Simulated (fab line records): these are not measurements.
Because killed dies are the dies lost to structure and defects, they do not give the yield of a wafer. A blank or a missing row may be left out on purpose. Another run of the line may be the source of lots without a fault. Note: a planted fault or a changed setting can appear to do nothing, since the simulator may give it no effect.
Matching of chambers    flow n5Finfet    rieDiel-01 running N5_PMOS_HMC_CHANNEL_EPI_HM_OPEN_15: 4 sister chambers
The step chemistry CHF3/O2, target SiO2, target depth 40.6 nm, time 20.3 s. 4 wafers are shown with their chamber, then 9 later ones without.

WAFERS WITH THEIR CHAMBER
wafer   chamber  drypumpMotorCurrentA (A)
L083.5  3        5.6
L088.5  0        5.0
L092.5  1        5.8
L092.6  2        5.2

WAFERS WITHOUT THEIR CHAMBER
wafer   drypumpMotorCurrentA (A)
L093.1  5.8
L093.2  5.0
L093.6  5.8
L095.1  5.2
L095.3  5.8
L095.4  5.5
L096.3  5.2
L096.4  5.6
L096.6  5.2

EACH ONE'S CHAMBER
wafer   from the rows above  in truth
L093.1  1                    1
L093.2  0                    0
L093.6  1                    1
L095.1  2                    2
L095.3  1                    1
L095.4  3                    3
L096.3  2                    2
L096.4  3                    3
L096.6  2                    2
Correct placement for 9 of the 9. From these rows, 0 cannot be placed. Placed wrongly: 0.
How it was worked out, from the rows above alone: a wafer's distance from a chamber is the root of the sum, over the readings, of the square of ((its reading less the chamber's mean) divided by the reading's scatter). The wafer belongs to the nearest chamber; if the next one is less than 2 further off, it can't be placed. Each chamber's mean is taken over the wafers shown for it. The scatter: with one shown wafer a chamber, the root of the mean of the squares of how far each hidden wafer lies from its nearest shown one.
